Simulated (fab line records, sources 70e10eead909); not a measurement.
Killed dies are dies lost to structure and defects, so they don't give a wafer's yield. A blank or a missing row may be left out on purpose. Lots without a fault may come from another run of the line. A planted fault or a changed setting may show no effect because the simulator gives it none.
A struck lot beside a sound one | flow nand_harc | 14 steps out of a route of 1159
Sound: wafers L717.1, L717.2, L717.6. Struck: wafers L724.2, L724.6. The cause comes at the end.
At each step with rows: each side's tool, then ch and its chambers, then its first start. Under that, the readings that differ: sound wafers | struck wafers | difference of the means | sigmas: that difference in standard deviations of wafers without a fault.
alike: readings whose means differ by less than 2 such deviations, and words and numbers that are the same on both sides. not compared: withheld readings, readings that some wafer has no value for, bounds like >300 that may hide the same value, and numbers for which the record gives no deviation and whose values overlap.
The two part at a step that has a row with sigmas, a row that says differs or no value, or rows on one side only. Numbers that don't overlap but have no deviation are shown without sigmas and don't part them. A reading that every wafer of one side lacks parts them only if that side has two wafers or more.

NHARC_A_BONDPAD_THK_MEAS_20: measures by xrf.
  sound on film_metro-01, day 19 05:50; struck on film_metro-02, day 21 19:18
  alike: thk_nm
then, 1 step without rows for these wafers: NHARC_A_BONDPAD_SRD_21 (time 30 s, dry time 20 s).
NHARC_A_BONDPAD_INSPECT_23:
  sound on defect_inspect-02, day 19 06:02; struck on defect_inspect-01, day 21 19:32
  alike: raw_defect_count
NHARC_HYBRID_BOND_ACTIVATE_00: chemistry N2, time 60 s.
  sound on rie_diel-04 ch 1,3, day 19 06:05; struck on rie_diel-04 ch 0, day 21 19:36
  alike: drypump_motor_current_A, oes_product_au, rf_vpp_V, showerhead_plenum_p_Torr
  not compared: rf_hours_counter_h
then, 4 steps without rows for these wafers: NHARC_HYBRID_BOND_PRECLEAN_01 (cleans in DIW, time 300 s); NHARC_HYBRID_BOND_SRD_02 (time 30 s, dry time 20 s); NHARC_HYBRID_BOND_BOND_03; NHARC_HYBRID_BOND_ANNEAL_04 (time 7200 s).
NHARC_HYBRID_BOND_OVL_MEAS_05:
  sound on overlay-02, day 19 16:27; struck on overlay-01, day 22 08:37
  alike: overlay_x_nm, overlay_y_nm
NHARC_HYBRID_BOND_INSPECT_06: inspects for defects (ir void).
  sound on defect_inspect-01, day 19 16:30; struck on defect_inspect-01, day 22 08:40
  alike: raw_defect_count
NHARC_THIN_TSV_GRIND_00:
  sound on grinder-01 ch 0, day 19 16:39; struck on grinder-01 ch 0, day 22 09:01
  alike: head_pressure_psi, motor_current_A
NHARC_THIN_TSV_CMP_01: polishes.
  sound on cmp-04 ch 0,1,3, day 19 17:55; struck on cmp-02 ch 1,3, day 22 10:07
  alike: motor_current_A, slurry_filter_dp_kPa
NHARC_THIN_TSV_THK_MEAS_02: measures by ir.
  sound on film_metro-01, day 19 18:10; struck on film_metro-01, day 22 10:19
  reading     | sound          | struck | difference | sigmas
  thk_nm (nm) | 3348 2821 2965 | 2 1    | -3043      | -14
then, 1 step without rows for these wafers: NHARC_THIN_TSV_SRD_03.

WHERE THEY PART
Only at NHARC_THIN_TSV_THK_MEAS_02, within this record.

WHY: what the simulator had put in
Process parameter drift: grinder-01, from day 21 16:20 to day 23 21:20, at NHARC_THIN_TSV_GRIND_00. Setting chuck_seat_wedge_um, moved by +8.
